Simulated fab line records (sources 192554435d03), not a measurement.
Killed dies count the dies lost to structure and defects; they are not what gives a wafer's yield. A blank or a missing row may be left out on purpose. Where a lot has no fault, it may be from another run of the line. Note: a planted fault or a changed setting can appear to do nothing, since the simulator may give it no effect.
Chamber matching | flow n5_finfet | N5_HKMG_FIN_PWFM_ALD_03 on ald_metal-01: 4 sister chambers
The step deposits TiN, target thk 2 nm, pulse time 1 s, purge time 3 s. 4 wafers are shown with their chamber, then 10 later ones without.

== WAFERS WITH THEIR CHAMBER ==
wafer  | chamber | heater_power_w (W)
L076.5 | 2       | 985
L079.4 | 3       | 830
L083.1 | 0       | 1020
L083.2 | 1       | 914

== WAFERS MISSING THEIR CHAMBER ==
wafer  | heater_power_w (W)
L083.5 | 1013
L085.2 | 956
L085.4 | 806
L085.6 | 1008
L087.3 | 962
L087.4 | 985
L087.5 | 1018
L096.1 | 845
L096.3 | 953
L096.4 | 959

== THE CHAMBER EACH PASSED THROUGH ==
wafer  | from the rows above          | in truth
L083.5 | can't be placed: 0 or 2      | 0
L085.2 | can't be placed: 2 or 1 or 0 | 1
L085.4 | 3                            | 3
L085.6 | can't be placed: 0 or 2      | 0
L087.3 | can't be placed: 2 or 1 or 0 | 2
L087.4 | can't be placed: 2 or 0      | 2
L087.5 | can't be placed: 0 or 2      | 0
L096.1 | 3                            | 3
L096.3 | can't be placed: 2 or 1 or 0 | 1
L096.4 | can't be placed: 2 or 1 or 0 | 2
Correct placement for 2 of the 10. Not placeable from these rows: 8 (in 8, the candidates include the true chamber). Wrongly placed: 0.
How it was worked out, from the rows above alone: a wafer's distance from a chamber is the root of the sum, over the readings, of the square of ((its reading less the chamber's mean) divided by the reading's scatter). The wafer belongs to the nearest chamber; if the next one is less than 2 further off, it can't be placed. For every chamber, the mean is computed from those of its wafers that are shown. The scatter: root of mean squared gap, hidden wafer to nearest shown wafer, with one shown wafer a chamber.
